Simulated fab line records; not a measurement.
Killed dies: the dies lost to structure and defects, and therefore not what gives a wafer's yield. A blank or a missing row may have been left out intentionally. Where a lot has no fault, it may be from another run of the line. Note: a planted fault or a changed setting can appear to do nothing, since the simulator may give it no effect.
A struck lot beside a sound one ; flow nand-harc ; 37 out of 1302 route steps
Sound: the wafers L908.1, L908.2, L908.3. Struck: wafers L916.1, L916.3, L916.4. Last of all comes the cause.
Order at every step that has rows: each side's tool, ch and its chambers, its first start. Under that, the readings that differ: sound wafers ; struck wafers ; difference of the means ; sigmas: that difference in standard deviations of wafers without a fault.
alike: readings whose means differ by less than 2 such deviations, and words and numbers that are the same on both sides. not compared: withheld readings, readings that some wafer has no value for, bounds like >300 that may hide the same value, and numbers for which the record gives no deviation and whose values overlap.
Wherever a step has rows on one side only, a row that says differs or no value, or a row with sigmas, the two part there. When numbers do not overlap yet have no deviation, they are printed without sigmas and do not part them. Lack of a reading on every wafer of one side parts them only where that side has two or more wafers.

first, 5 steps without rows for these wafers: NHARC_A_SGD_CUT_PRECLEAN_18 (cleans in SC1); NHARC_A_SGD_CUT_SRD_19; NHARC_A_SGD_CUT_DEP_20 (deposits SiO2, target thk 150 nm); NHARC_A_SGD_CUT_ANNEAL_27 (time 1800 s); NHARC_A_SGD_CUT_CMP_21 (polishes, target thk 148.19 nm).
NHARC_A_SGD_CUT_THK_MEAS_22: measures by ellipsometry.
  sound: film-metro-01 at day 21 02:45; struck: film-metro-02 at day 23 18:35
  alike: thk-nm
then, 2 steps without rows for these wafers: NHARC_A_SGD_CUT_SRD_23; NHARC_A_SGD_CUT_ETCH_26 (etches SiO2 in dHF, target depth 45.8 nm).
NHARC_A_SGD_CUT_ETCHBACK_24: etches the open film in CH3F/O2, target depth 50 nm, time 92.857 s.
  sound on rie-diel-13 ch 0,1,3, day 21 02:58; struck on rie-diel-12 ch 0,1,2, day 23 18:49
reading;sound;struck;difference;sigmas
oes-product-au (a.u.);0.91 0.92 0.91;0.99 1.02 1.02;+0.10;+3
rf-hours-counter-h (h);7.0 6.1 5.6;9.8 9.5 9.5;+3.4;
  alike: drypump-motor-current-A, o2-flow-sccm, rf-vpp-V, showerhead-plenum-p-Torr, throttle-valve-pct
then, 1 step without rows for these wafers: NHARC_A_SGD_CUT_STRIP_28 (strips in O2, time 20 s).
NHARC_A_SGD_CUT_INSPECT_25:
  sound: defect-inspect-02 at day 21 03:14; struck: defect-inspect-02 at day 23 19:03
  alike: raw-defect-count
NHARC_A_SLIT_DEP_25: deposits SiO2, target thk 200 nm.
  sound on pecvd-03 ch 0,1,2, day 21 03:23; struck on pecvd-03 ch 0,1, day 23 19:09
  alike: heater-power-w, throttle-valve-pct
NHARC_A_SLIT_DEP_00: deposits aC, target thk 6200 nm.
  sound on acl-dep-01 ch 0, day 21 08:35; struck on acl-dep-01 ch 0, day 23 22:34
  alike: throttle-valve-pct
NHARC_A_SLIT_DEP_23: deposits SiON, target thk 100 nm.
  sound on pecvd-03 ch 0,1,2, day 21 12:24; struck on pecvd-01 ch 0,1,2, day 24 02:34
  alike: heater-power-w
then, 8 steps without rows for these wafers: NHARC_A_SLIT_DEHYDRATE_01 (time 120 s); NHARC_A_SLIT_HMDS_02 (time 30 s); NHARC_A_SLIT_COAT_03 (resist thk 90 nm); NHARC_A_SLIT_SOFTBAKE_04 (time 55 s); NHARC_A_SLIT_EBR_05; NHARC_A_SLIT_EXPOSE_06 (exposes mask SLIT); NHARC_A_SLIT_PEB_07 (peb time 65 s); NHARC_A_SLIT_DEVELOP_08 (develop time 35 s).
NHARC_A_SLIT_CD_MEAS_09: target cd 300 nm.
  sound on cd-sem-03 ch 0, day 21 13:05; struck on cd-sem-03 ch 0, day 24 03:16
  alike: cd-nm
NHARC_A_SLIT_OVL_MEAS_10:
  sound: overlay-01 at day 21 13:11; struck: overlay-02 at day 24 03:21
  alike: overlay-x-nm, overlay-y-nm
NHARC_A_SLIT_INSPECT_11:
  sound: defect-inspect-01 at day 21 13:13; struck: defect-inspect-01 at day 24 03:23
  alike: raw-defect-count
then, 1 step without rows for these wafers: NHARC_A_SLIT_DESCUM_14 (chemistry O2, time 3 s).
NHARC_A_SLIT_ETCH_24: etches the open film in CF4/CHF3, target depth 121 nm, time 60.5 s.
  sound on rie-diel-05 ch 0,1,3, day 21 13:22; struck on rie-diel-08 ch 1,2,3, day 24 03:32
reading;sound;struck;difference;sigmas
rf-hours-counter-h (h);6 5 6;0 0 0;-6;
  alike: chf3-flow-sccm, drypump-motor-current-A, oes-product-au, rf-vpp-V, showerhead-plenum-p-Torr, throttle-valve-pct
NHARC_A_SLIT_ETCH_15: etches the open film in O2/COS, target depth 6200 nm, time 1612 s.
  sound on rie-diel-05 ch 0,1,2; struck on rie-diel-08 ch 0,1,3
reading;sound;struck;difference;sigmas
rf-hours-counter-h (h);5 6 6;0 0 0;-6;
  alike: drypump-motor-current-A, o2-flow-sccm, oes-product-au, rf-vpp-V, showerhead-plenum-p-Torr, throttle-valve-pct
then, 7 steps without rows for these wafers: NHARC_A_SLIT_ETCH_17 (etches the open film in C4F8/O2/Ar, time 4254.5 s, target depth 20300 nm); NHARC_A_SLIT_ETCH_26 (etches the open film in C4F8/O2/Ar, time 90 s, target depth 400 nm); NHARC_A_SLIT_STRIP_28 (strips in O2/COS); NHARC_A_SLIT_ETCH_29 (etches the open film in CF4/O2, target depth 100 nm, overetch 10 nm, time 55 s); NHARC_A_SLIT_STRIP_18 (strips in O2); NHARC_A_SLIT_PRECLEAN_19 (cleans in SC1); NHARC_A_SLIT_SRD_20.
NHARC_A_SLIT_CD_MEAS_21:
  sound: cd-sem-03 at day 21 19:41; struck: cd-sem-02 at day 24 10:23
  alike: cd-nm
-- the record jumps here: 4 days lie between the struck wafers' starts before and after (it left off in module A_SLIT and takes up again in module END, whose first step shown is number 1302 of the route) --
NHARC_END_SORT_01:
  only the struck wafers appear in the record here, on prober-02 ch 0 at day 28 19:55; the sound ones have no rows

== WHERE THEY PART ==
Earliest at NHARC_A_SGD_CUT_ETCHBACK_24; latest, in this record, at NHARC_END_SORT_01.

WHY: what the simulator had put in
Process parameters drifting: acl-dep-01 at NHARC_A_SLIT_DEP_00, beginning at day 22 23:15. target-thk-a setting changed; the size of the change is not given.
